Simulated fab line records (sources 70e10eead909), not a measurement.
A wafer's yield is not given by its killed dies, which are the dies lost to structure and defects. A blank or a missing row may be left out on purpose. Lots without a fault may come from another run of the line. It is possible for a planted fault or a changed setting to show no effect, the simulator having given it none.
Chamber matching ; flow nand harc ; NHARC_P_M0_PRE_CLEAN_31 on pecvd-03: 3 sister chambers
The step time 12 s. 6 wafers are shown with their chamber, then 8 later ones without.

## WAFERS WITH THEIR CHAMBER
wafer;chamber;heater power w (W)
L083.1;0;697
L083.4;1;647
L080.2;2;740
L080.4;2;695
L080.5;1;633
L091.1;0;614

## WAFERS MISSING THEIR CHAMBER
wafer;heater power w (W)
L091.5;634
L091.6;672
L092.1;693
L092.5;683
L092.6;664
L093.1;599
L093.2;724
L093.5;721

## EACH ONE'S CHAMBER
wafer;from the rows above;in truth
L091.5;can't be placed: 1 or 0 or 2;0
L091.6;can't be placed: 0 or 1 or 2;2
L092.1;can't be placed: 2 or 0 or 1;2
L092.5;can't be placed: 0 or 2 or 1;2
L092.6;can't be placed: 0 or 1 or 2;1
L093.1;can't be placed: 1 or 0 or 2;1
L093.2;can't be placed: 2 or 0 or 1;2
L093.5;can't be placed: 2 or 0 or 1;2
Correctly placed: 0 of 8. These rows do not allow placing 8 (true chamber among the candidates in 8). Wrongly placed: 0.
How it was worked out, from the rows above alone: a wafer's distance from a chamber is the root of the sum, over the readings, of the square of ((its reading less the chamber's mean) divided by the reading's scatter). If the next closest chamber is less than 2 further off than the closest, the wafer can't be placed; otherwise it belongs to the closest. For every chamber, the mean is computed from those of its wafers that are shown. The scatter: the root of (the sum of the squares of (reading less its chamber's mean) over the shown wafers, divided by (wafers less chambers)).
